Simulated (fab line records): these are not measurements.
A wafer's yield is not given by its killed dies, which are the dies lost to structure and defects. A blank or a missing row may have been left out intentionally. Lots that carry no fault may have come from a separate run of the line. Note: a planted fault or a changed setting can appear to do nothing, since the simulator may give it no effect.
Matching of chambers	flow n5 finfet	N5_MOL_CONTACT_COAG_VIA_ETCH_117 on rie diel-01 has 4 sister chambers
The step etches SiO2 in C4F6/O2, target depth 40 nm, overetch 8 nm, time 26 s. 4 wafers are shown with their chamber, then 7 later ones without.

WAFERS PAIRED WITH THEIR CHAMBERS
wafer	chamber	rf vpp V (V)
L081.2	3	1576
L086.6	2	1617
L088.3	1	1631
L088.4	0	1618

WAFERS WITH NO CHAMBER GIVEN
wafer	rf vpp V (V)
L088.5	1616
L094.2	1644
L094.3	1573
L094.5	1574
L096.1	1647
L096.4	1573
L096.6	1630

WHICH CHAMBER EACH WENT THROUGH
wafer	from the rows above	in truth
L088.5	can't be placed: 2 or 0 or 1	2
L094.2	can't be placed: 1 or 0 or 2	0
L094.3	3	3
L094.5	3	3
L096.1	can't be placed: 1 or 0 or 2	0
L096.4	3	3
L096.6	can't be placed: 1 or 0 or 2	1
Correct placement for 3 of the 7. Not placeable from these rows: 4 (in 4, the candidates include the true chamber). Wrongly placed: 0.
How it was worked out, from the rows above alone: a wafer's distance from a chamber is the root of the sum, over the readings, of the square of ((its reading less the chamber's mean) divided by the reading's scatter). If the next closest chamber is less than 2 further off than the closest, the wafer can't be placed; otherwise it belongs to the closest. The mean given for a chamber averages the wafers shown for that chamber. The scatter: with one shown wafer a chamber, the root of the mean of the squares of how far each hidden wafer lies from its nearest shown one.
